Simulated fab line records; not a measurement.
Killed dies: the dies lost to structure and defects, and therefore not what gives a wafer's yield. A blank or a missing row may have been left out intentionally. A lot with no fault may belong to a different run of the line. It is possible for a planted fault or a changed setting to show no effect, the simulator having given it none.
Which tool is to blame? | flow nand harc | route of 1159 steps, sampled at 1 step: 12 lots, 36 wafers

## WHAT THE GAUGES SHOWED, per wafer
NHARC_A_M0_INSPECT_11.
lot  | measured     | on                | raw defect count
L077 | day 18 07:53 | defect inspect-02 | 7 5 7
L078 | day 18 11:18 | defect inspect-02 | 42 34 44
L079 | day 19 09:53 | defect inspect-02 | 23 22 30
L081 | day 19 14:23 | defect inspect-02 | 7 8 9
L083 | day 19 16:15 | defect inspect-02 | 36 25 28
L085 | day 20 09:51 | defect inspect-02 | 14 15 22
L086 | day 20 14:17 | defect inspect-02 | 37 33 27
L088 | day 21 17:02 | defect inspect-02 | 62 60 58
L089 | day 21 23:52 | defect inspect-02 | 32 40 38
L092 | day 22 06:08 | defect inspect-02 | 71 61 35
L096 | day 22 14:42 | defect inspect-02 | 33 50 41
L095 | day 23 04:38 | defect inspect-02 | 18 16 14

## EACH LOT AND THE TOOL THAT RAN IT (in order: tool; ch and the chambers of the sampled wafers; start)
The record shows no process step preceding these readings.

## THE ANSWER, worked out from the rows above alone
Rule: the lots themselves supply what counts as usual. Put in order of their means at a reading, lots are off if they are a third of the lots or fewer, leave a main group of 4 or more, and stand apart from it by a gap of 3 or more times the standard deviation of the main group's means; of several such gaps the widest counts. A main group is skipped when, at the precision printed for the reading in the tables above, its means are all equal. Also off: a lot with no number at a reading for which 4 or more lots have one. Where the step has rows for the other lots, those lots are counted as sound.
Across all readings shown, no lot is off: no conclusion can be drawn from this.

## WHAT WAS PUT IN BY THE SIMULATOR
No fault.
